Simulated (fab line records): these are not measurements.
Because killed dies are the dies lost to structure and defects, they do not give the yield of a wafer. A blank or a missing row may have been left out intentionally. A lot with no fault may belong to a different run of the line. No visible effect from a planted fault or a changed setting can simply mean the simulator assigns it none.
One fault seen from 3 desks -- flow nand-harc -- every desk sees just its own numbers, and what lay behind them comes last

AT THE METROLOGY DESK
What the gauges read, lot by lot, whatever tool the lot ran on: means of the sampled wafers that have a number. The brackets show how far a lot's mean lies from the usual mean; more than 4 standard deviations puts the lot out of limits, marked OUT.
Columns: A = thk-nm at NHARC_A_M0_THK_MEAS_24, usual 113.8 nm; B = cd-nm at NHARC_A_M1_CD_MEAS_09, usual 119.8 nm
lot,first seen here,A,B
L239,day 18 06:33,114.5,119.8
L241,day 18 11:13,113.0,119.9
L243,day 19 08:31,113.4,119.6
L244,day 19 08:56,114.1,120.3
L245,day 19 15:14,113.0,119.3
L248,day 20 05:06,112.4,119.3
L246,day 20 05:37,114.2,120.1
L253,day 21 10:49,112.1,117.8 (-4.3) OUT
L252,day 21 15:26,113.8,120.2
L257,day 22 12:11,114.8,117.3 (-5.4) OUT
L260,day 23 04:47,114.1,120.2
L261,day 23 17:10,115.0,119.7
This desk's verdict: out of limits on L253, L257, starting with L253 at day 21 12:25 (cd-nm at NHARC_A_M1_CD_MEAS_09). In limits: L239, L241, L243, L244, L245, L248, L246, L252, L260, L261.

TOOL OWNER'S DESK, litho-track-01
The tool's own readings at NHARC_A_M1_PEB_07 (peb time 65 s): means of the sampled wafers that have a number, for each lot that ran on this tool. The brackets show how far a lot's mean lies from the usual mean; more than 4 standard deviations puts the lot out of limits, marked OUT.
Columns: A = heater-power-total-W at NHARC_A_M1_PEB_07, usual 156.6 W; B = resist-line-temp-C at NHARC_A_M1_PEB_07, usual 23.02 C
lot,first seen here,A,B
L241,day 18 12:33,156.6,23.00
L248,day 20 06:40,157.0,22.97
L253,day 21 12:20,160.3 (+8.9) OUT,22.94
L257,day 22 13:48,163.4 (+17) OUT,22.82
This desk's verdict: out of limits on L253, L257, starting with L253 at day 21 12:20 (heater-power-total-W at NHARC_A_M1_PEB_07). In limits: L241, L248.

THE DEFECT DESK
For each lot, the counts of the inspections along the route, averaged over the sampled wafers that have a number. The brackets show how far a lot's mean lies from the usual mean; more than 4 standard deviations puts the lot out of limits, marked OUT.
Columns: A = raw-defect-count at NHARC_A_M0_INSPECT_27, usual 431
lot,first seen here,A
L239,day 18 06:43,434
L241,day 18 11:23,428
L243,day 19 08:40,460
L244,day 19 09:05,612
L245,day 19 15:24,422
L248,day 20 05:16,417
L246,day 20 05:46,460
L253,day 21 10:58,384
L252,day 21 15:35,351
L257,day 22 12:23,329
L260,day 23 04:56,451
L261,day 23 17:19,489
This desk's finding: nothing out of limits on any of the 12 lots.

TAKEN TOGETHER
At day 21 12:20, on L253, L257, the tool owner's desk was in a position to raise an alarm.
The metrology desk could have raised an alarm at day 21 12:25, on L253, L257.
Nothing out of limits was seen by the defect desk.
The defect desk has L253, L257 on record, within its limits.
Every lot named ran NHARC_A_M1_PEB_07 on litho-track-01.

WHAT THE SIMULATOR HAD INSERTED
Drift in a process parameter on litho-track-01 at NHARC_A_M1_PEB_07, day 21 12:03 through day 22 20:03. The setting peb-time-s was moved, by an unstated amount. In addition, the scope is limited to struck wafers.
Lots struck among those shown: L253, L257.
Hours from the fault's start to each desk's first reading out of limits: the tool owner's desk, 0; the metrology desk, 0.
